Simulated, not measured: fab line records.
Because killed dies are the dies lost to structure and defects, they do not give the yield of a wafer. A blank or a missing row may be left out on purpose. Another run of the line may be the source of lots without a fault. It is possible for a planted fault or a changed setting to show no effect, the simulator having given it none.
Matching of chambers ; flow n5Finfet ; N5_BEOL_M2_STRIP_36 on rieDiel-01: 4 sister chambers
The step strips in N2/H2. 8 wafers are shown with their chamber, then 12 later ones without.

## WAFERS, EACH WITH ITS CHAMBER
wafer;chamber;showerheadPlenumPTorr (Torr);drypumpMotorCurrentA (A)
L076.6;0;2.64;5.5
L082.1;3;2.50;5.5
L085.2;0;2.63;5.5
L085.3;3;2.50;5.5
L085.4;1;2.40;5.3
L088.1;2;2.52;5.8
L088.5;2;2.52;5.8
L088.6;1;2.40;5.4

## WAFERS MISSING THEIR CHAMBER
wafer;showerheadPlenumPTorr (Torr);drypumpMotorCurrentA (A)
L087.1;2.52;5.8
L087.3;2.50;5.5
L087.6;2.63;5.5
L092.1;2.51;5.8
L092.4;2.50;5.5
L092.6;2.51;5.8
L093.1;2.49;5.5
L093.2;2.40;5.3
L093.4;2.51;5.8
L094.1;2.39;5.3
L094.5;2.49;5.5
L094.6;2.62;5.5

## THE CHAMBER EACH PASSED THROUGH
wafer;from the rows above;in truth
L087.1;2;2
L087.3;3;3
L087.6;0;0
L092.1;2;2
L092.4;3;3
L092.6;2;2
L093.1;3;3
L093.2;1;1
L093.4;2;2
L094.1;1;1
L094.5;3;3
L094.6;0;0
Correctly placed: 12 of 12. Can't be placed from these rows: 0. 0 placed wrongly.
How it was worked out, from the rows above alone: a wafer's distance from a chamber is the root of the sum, over the readings, of the square of ((its reading less the chamber's mean) divided by the reading's scatter). If the next closest chamber is less than 2 further off than the closest, the wafer can't be placed; otherwise it belongs to the closest. The mean given for a chamber averages the wafers shown for that chamber. The scatter is the square root of a quotient: the sum, over the shown wafers, of each reading's squared deviation from its chamber's mean, divided by wafers minus chambers.
